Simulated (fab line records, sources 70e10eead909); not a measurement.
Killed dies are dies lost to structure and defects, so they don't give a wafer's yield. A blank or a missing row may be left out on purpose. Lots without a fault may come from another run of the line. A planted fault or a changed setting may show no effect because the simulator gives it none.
Which tool did it? | flow nand_harc | 7 lots, 21 wafers sampled, at 5 steps of a route of 1159

WHAT THE GAUGES READ, wafer by wafer
NHARC_END_SORT_01.
lot  | measured     | on        | killed_at_array
L218 | day 24 23:51 | prober-02 | 670 670 673

WHICH TOOL RAN EACH LOT (tool, then ch and the chambers of the sampled wafers, then the start)
lot  | NHARC_A_STAIRCASE_ETCH_294                    | NHARC_A_STAIRCASE_CVD_552   | NHARC_A_STAIRCASE_DEP_151       | NHARC_A_STAIRCASE_DEP_322
L203 | rie_diel-01 ch 0,2,3, day 12 07:12 or earlier | lpcvd-01 ch 1, day 12 07:12 | pecvd-01 ch 0,2, day 12 10:49   | pecvd-01 ch 0,1, day 12 18:18
L205 | rie_diel-06 ch 0,1, day 12 19:45 or earlier   | lpcvd-02 ch 0, day 12 19:45 | pecvd-02 ch 0,1,2, day 12 23:30 | pecvd-04 ch 0,1,2, day 13 07:19
L209 | rie_diel-01 ch 1,2,3, day 14 02:55 or earlier | lpcvd-02 ch 0, day 14 02:55 | pecvd-02 ch 0,1,2, day 14 06:36 | pecvd-04 ch 0,1, day 14 18:23
L212 | rie_diel-06 ch 1,2,3, day 15 05:09 or earlier | lpcvd-02 ch 0, day 15 05:09 | pecvd-01 ch 0,1,2, day 15 08:59 | pecvd-01 ch 0,2, day 15 14:00
L218 | rie_diel-06 ch 0,2,3, day 16 12:37 or earlier | lpcvd-01 ch 0, day 16 12:37 | pecvd-02 ch 1,2, day 16 23:38   | pecvd-01 ch 0,1,2, day 17 04:46
L222 | rie_diel-13 ch 0,1,2, day 17 03:07 or earlier | lpcvd-02 ch 1, day 17 03:07 | pecvd-01 ch 0,1, day 17 06:44   | pecvd-01 ch 0,1,2, day 17 15:24
L225 | rie_diel-06 ch 0,3, day 18 08:02 or earlier   | lpcvd-02 ch 1, day 18 08:02 | pecvd-02 ch 0,1,2, day 18 12:05 | pecvd-04 ch 0,1,2, day 18 21:19
- NHARC_A_STAIRCASE_ETCH_294: etches the open film in C4F8/O2/Ar, target depth 4992 nm, time 1212.4 s.
- NHARC_A_STAIRCASE_CVD_552: deposits SiNx, target thk 40 nm.
- NHARC_A_STAIRCASE_DEP_151: deposits SiO2, target thk 3800 nm.
- NHARC_A_STAIRCASE_DEP_322: deposits SiO2, target thk 3800 nm.

THE ANSWER, worked out from the rows above alone
Rule: what is usual is taken from the lots themselves. Put in order of their means at a reading, lots are off if they are a third of the lots or fewer, leave a main group of 4 or more, and stand apart from it by a gap of 3 or more times the standard deviation of the main group's means; of several such gaps the widest counts. A main group whose means are all the same, to the digits that the tables above print for the reading, isn't used. A lot without any number at a reading at which 4 lots or more have one is off too. The other lots that the step has rows for count as sound.
No lot is off at any reading shown: from this, nothing can be told.

WHAT THE SIMULATOR HAD PUT IN
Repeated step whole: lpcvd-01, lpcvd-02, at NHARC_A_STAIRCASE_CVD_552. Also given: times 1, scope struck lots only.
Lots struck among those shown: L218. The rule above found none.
